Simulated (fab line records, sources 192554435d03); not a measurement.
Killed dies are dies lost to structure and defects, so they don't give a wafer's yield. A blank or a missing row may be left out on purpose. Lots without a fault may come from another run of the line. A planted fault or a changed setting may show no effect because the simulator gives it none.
Split-lot experiment | flow n5_finfet | 7 lots, 39 wafers read, on a route of 1938 steps

THE SPLIT
At N5_DUMMY_GATE_EXPOSE_12 (exposes mask GATE, target cd 25 nm), the setting dose_mj was moved away from the recipe's 34 on 18 of the 39 wafers read, by -7.5% to +7.9%. The other wafers ran this setting at the recipe's value.

FROM THE SPLIT TO THE READING: what the file shows between them, 2 steps
- N5_DUMMY_GATE_PEB_13: peb time 60 s
- N5_DUMMY_GATE_DEVELOP_14: develop time 30 s

THE READING
cd_nm, in nm, at N5_DUMMY_GATE_CD_MEAS_15 (target cd 25.8 nm). Fault-free wafers of this fab line usually give 25.00 nm, standard deviation 0.25 nm.

wafer  | tool, chamber at the split | dose_mj as run | against the recipe | cd_nm, nm | against lot-mates on the recipe
L074.2 | euv_scanner-02, 0          | 34             | recipe             | 25.20     | -
L074.5 | euv_scanner-02, 0          | 34             | recipe             | 25.61     | -
L074.6 | euv_scanner-02, 0          | 34             | recipe             | 25.09     | -
L077.1 | euv_scanner-02, 0          | 34             | recipe             | 25.15     | -
L077.2 | euv_scanner-02, 0          | 34             | recipe             | 24.85     | -
L077.3 | euv_scanner-02, 0          | 32.12          | -5.5%              | 26.31     | +1.36
L077.4 | euv_scanner-02, 0          | 34             | recipe             | 24.86     | -
L077.5 | euv_scanner-02, 0          | 32.12          | -5.5%              | 25.71     | +0.76
L077.6 | euv_scanner-02, 0          | 32.12          | -5.5%              | 25.36     | +0.41
L081.1 | euv_scanner-02, 0          | 36.67          | +7.9%              | 23.77     | -1.32
L081.2 | euv_scanner-02, 0          | 34             | recipe             | 25.34     | -
L081.3 | euv_scanner-02, 0          | 36.67          | +7.9%              | 23.93     | -1.16
L081.4 | euv_scanner-02, 0          | 34             | recipe             | 24.96     | -
L081.5 | euv_scanner-02, 0          | 36.67          | +7.9%              | 23.80     | -1.29
L081.6 | euv_scanner-02, 0          | 34             | recipe             | 24.98     | -
L083.1 | euv_scanner-01, 0          | 31.45          | -7.5%              | 26.52     | +1.59
L083.2 | euv_scanner-01, 0          | 34             | recipe             | 24.64     | -
L083.3 | euv_scanner-01, 0          | 31.45          | -7.5%              | 26.57     | +1.64
L083.4 | euv_scanner-01, 0          | 34             | recipe             | 25.02     | -
L083.5 | euv_scanner-01, 0          | 34             | recipe             | 25.14     | -
L083.6 | euv_scanner-01, 0          | 31.45          | -7.5%              | 26.08     | +1.15
L088.1 | euv_scanner-02, 0          | 32.49          | -4.4%              | 26.01     | +0.97
L088.2 | euv_scanner-02, 0          | 32.49          | -4.4%              | 26.04     | +1.00
L088.3 | euv_scanner-02, 0          | 34             | recipe             | 24.97     | -
L088.4 | euv_scanner-02, 0          | 34             | recipe             | 25.17     | -
L088.5 | euv_scanner-02, 0          | 34             | recipe             | 24.99     | -
L088.6 | euv_scanner-02, 0          | 32.49          | -4.4%              | 25.90     | +0.86
L089.1 | euv_scanner-01, 0          | 32.37          | -4.8%              | 26.00     | +0.79
L089.2 | euv_scanner-01, 0          | 34             | recipe             | 25.15     | -
L089.3 | euv_scanner-01, 0          | 32.37          | -4.8%              | 26.16     | +0.95
L089.4 | euv_scanner-01, 0          | 34             | recipe             | 25.33     | -
L089.5 | euv_scanner-01, 0          | 32.37          | -4.8%              | 25.98     | +0.77
L089.6 | euv_scanner-01, 0          | 34             | recipe             | 25.16     | -
L092.1 | euv_scanner-01, 0          | 34             | recipe             | 25.12     | -
L092.2 | euv_scanner-01, 0          | 36.37          | +7.0%              | 23.86     | -1.14
L092.3 | euv_scanner-01, 0          | 36.37          | +7.0%              | 23.51     | -1.49
L092.4 | euv_scanner-01, 0          | 36.37          | +7.0%              | 23.74     | -1.26
L092.5 | euv_scanner-01, 0          | 34             | recipe             | 25.05     | -
L092.6 | euv_scanner-01, 0          | 34             | recipe             | 24.84     | -

THE FIT
A straight line over all 39 wafers: cd_nm changes by -0.174 nm for each +1% of dose_mj; r = -0.96; the points scatter about the line by 0.23 nm.
The same after taking each lot's own level away (the mean of its wafers on the recipe; 39 wafers): -0.178 nm for each +1%; r = -0.97; scatter 0.2 nm.
On that fit, the largest move of dose_mj shifts the reading by 1.4 nm.
The lots' own levels span 24.933 to 25.300 nm, that is 1.5 times the standard deviation above.
So the lot-to-lot level changes the slope little: the two slopes agree.
Check: with one of the wafers moved furthest among these (+7.9%) left out of the fit, the line predicts -1.39 nm for it against its lot-mates. It came out at -1.32 nm against them.

THE WHOLE CHAIN: every reading that the file lists as answering this split, in the file's order
step                     | what it does                             | reading                                                           | change (the file's fit)               | r (the file's)
N5_DUMMY_GATE_CD_MEAS_15 | target cd 25.8 nm                        | cd_nm                                                             | -0.178 nm for each +1% of the setting | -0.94
N5_DUMMY_GATE_TRIM_49    | chemistry O2, time 29 s, target cd 14 nm | DUMMY_GATE.cd_nm (the simulator's own value, which no gauge read) | -0.191 nm for each +1% of the setting | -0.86

THE FILE'S OWN FIT
cd_nm changes by -0.178 nm for each +1% of dose_mj, r = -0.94.
